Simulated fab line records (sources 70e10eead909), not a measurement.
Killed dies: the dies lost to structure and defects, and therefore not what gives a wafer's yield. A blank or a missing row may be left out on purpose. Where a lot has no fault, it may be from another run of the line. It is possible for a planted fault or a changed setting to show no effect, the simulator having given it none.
Matching of chambers    flow nand-harc    NHARC_A_ONON_D1_DEP_33 on pecvd-03: 3 sister chambers
The step deposits SiO2, target thk 200 nm. 3 wafers are shown with their chamber, then 11 later ones without.

== WAFERS PAIRED WITH THEIR CHAMBERS ==
wafer   chamber  throttle-valve-pct (%)
L089.3  2        14.9
L089.4  0        16.8
L090.2  1        16.2

== WAFERS WITHOUT THEIR CHAMBER ==
wafer   throttle-valve-pct (%)
L090.4  16.6
L090.5  16.7
L094.1  16.4
L094.2  15.0
L094.3  16.8
L093.1  14.8
L093.2  17.0
L093.5  16.8
L097.1  16.5
L097.5  16.4
L097.6  16.3

== CHAMBER TAKEN BY EACH ==
wafer    from the rows above       in truth
L090.4   can't be placed: 0 or 1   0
L090.5   0                         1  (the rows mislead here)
L094.1   can't be placed: 1 or 0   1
L094.2   2                         2
L094.3   0                         0
L093.1   2                         2
L093.2   0                         0
L093.5   0                         0
L097.1   can't be placed: 0 or 1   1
L097.5   can't be placed: 1 or 0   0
L097.6   1                         1
6 of 11 placed correctly. These rows do not allow placing 4 (true chamber among the candidates in 4). 1 placed wrongly.
How it was worked out, from the rows above alone: a wafer's distance from a chamber is the root of the sum, over the readings, of the square of ((its reading less the chamber's mean) divided by the reading's scatter). The wafer belongs to the nearest chamber; if the next one is less than 2 further off, it can't be placed. A chamber's mean is the mean of its shown wafers. The scatter (one wafer shown for each chamber): square how far every hidden wafer sits from the nearest shown wafer, average those squares and take the square root.
